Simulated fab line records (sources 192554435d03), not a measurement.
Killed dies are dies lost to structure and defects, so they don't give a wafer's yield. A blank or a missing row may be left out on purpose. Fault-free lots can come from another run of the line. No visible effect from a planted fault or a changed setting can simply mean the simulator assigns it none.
3 desks, one fault || flow n5 finfet || only its own numbers are on each desk; what lay behind them is given at the end

== THE DEFECT DESK ==
Inspection counts along the route, by lot: the mean over sampled wafers that carry a number. The brackets show how far a lot's mean lies from the usual mean; more than 4 standard deviations puts the lot out of limits, marked OUT.
Columns: A = raw defect count at N5_BEOL_M10_INSPECT_30, usual 415
{"lot": "L693", "first seen here": "day 11 02:46", "A": 478}
{"lot": "L696", "first seen here": "day 12 04:14", "A": 372}
{"lot": "L709", "first seen here": "day 16 13:43", "A": 439}
{"lot": "L714", "first seen here": "day 17 03:53", "A": 440}
{"lot": "L715", "first seen here": "day 18 07:49", "A": 528}
This desk's verdict: no lot among the 5 shows anything out of limits.

== DESK OF THE TOOL OWNER: rie diel-06 ==
The tool's own readings at N5_BEOL_M10_VIA_ETCH_34 (etches SiCOH lowk in C4F6/O2, target depth 184.5 nm, time 69.2 s): means of the sampled wafers that have a number, for each lot that ran on this tool. The brackets show how far a lot's mean lies from the usual mean; more than 4 standard deviations puts the lot out of limits, marked OUT. Only the readings that lie furthest out on some lot appear, 7 of the 8 it has.
Columns: A = drypump motor current A at N5_BEOL_M10_VIA_ETCH_34, usual 5.7 A; B = mfc ar sccm at N5_BEOL_M10_VIA_ETCH_34, usual 300.0 sccm; C = oes_o_777_au at N5_BEOL_M10_VIA_ETCH_34, usual 0.83 a.u.; D = oes product au at N5_BEOL_M10_VIA_ETCH_34, usual 0.83 a.u.; E = rf fwd power W at N5_BEOL_M10_VIA_ETCH_34, usual 342.1 W; F = rf vpp V at N5_BEOL_M10_VIA_ETCH_34, usual 668 V; G = showerhead plenum p Torr at N5_BEOL_M10_VIA_ETCH_34, usual 2.91 Torr
{"lot": "L693", "first seen here": "day 11 03:20", "A": 5.6, "B": 299.8, "C": 0.91, "D": 0.88, "E": 341.3, "F": 649, "G": 2.89}
{"lot": "L709", "first seen here": "day 16 13:58", "A": 5.2, "B": 299.2, "C": 0.83, "D": 0.91, "E": 342.5, "F": 671, "G": 2.97}
This desk's verdict: no lot among the 2 shows anything out of limits.

== FROM THE METROLOGY DESK ==
What the gauges read for every lot (on any tool): the sampled wafers with a number, averaged. The brackets show how far a lot's mean lies from the usual mean; more than 4 standard deviations puts the lot out of limits, marked OUT.
Columns: A = cd nm at N5_BEOL_M10_CD_MEAS_28, usual 70.1 nm; B = V9_OVL at N5_BEOL_M10_OVL_MEAS_29, usual 0.1 nm
{"lot": "L693", "first seen here": "day 11 02:43", "A": 70.2, "B": 1.1}
{"lot": "L696", "first seen here": "day 12 04:11", "A": 69.2, "B": -0.2}
{"lot": "L709", "first seen here": "day 16 13:40", "A": 70.7, "B": 0.1}
{"lot": "L714", "first seen here": "day 17 03:50", "A": 69.4, "B": 0.2}
{"lot": "L715", "first seen here": "day 18 07:46", "A": 69.8, "B": 1.0}
This desk's verdict: no lot among the 5 shows anything out of limits.

== ALL TOGETHER ==
No out-of-limits result turned up at the defect desk.
Nothing out of limits was seen by the tool owner's desk.
Nothing out of limits was seen by the metrology desk.

== WHAT WAS PUT IN BY THE SIMULATOR ==
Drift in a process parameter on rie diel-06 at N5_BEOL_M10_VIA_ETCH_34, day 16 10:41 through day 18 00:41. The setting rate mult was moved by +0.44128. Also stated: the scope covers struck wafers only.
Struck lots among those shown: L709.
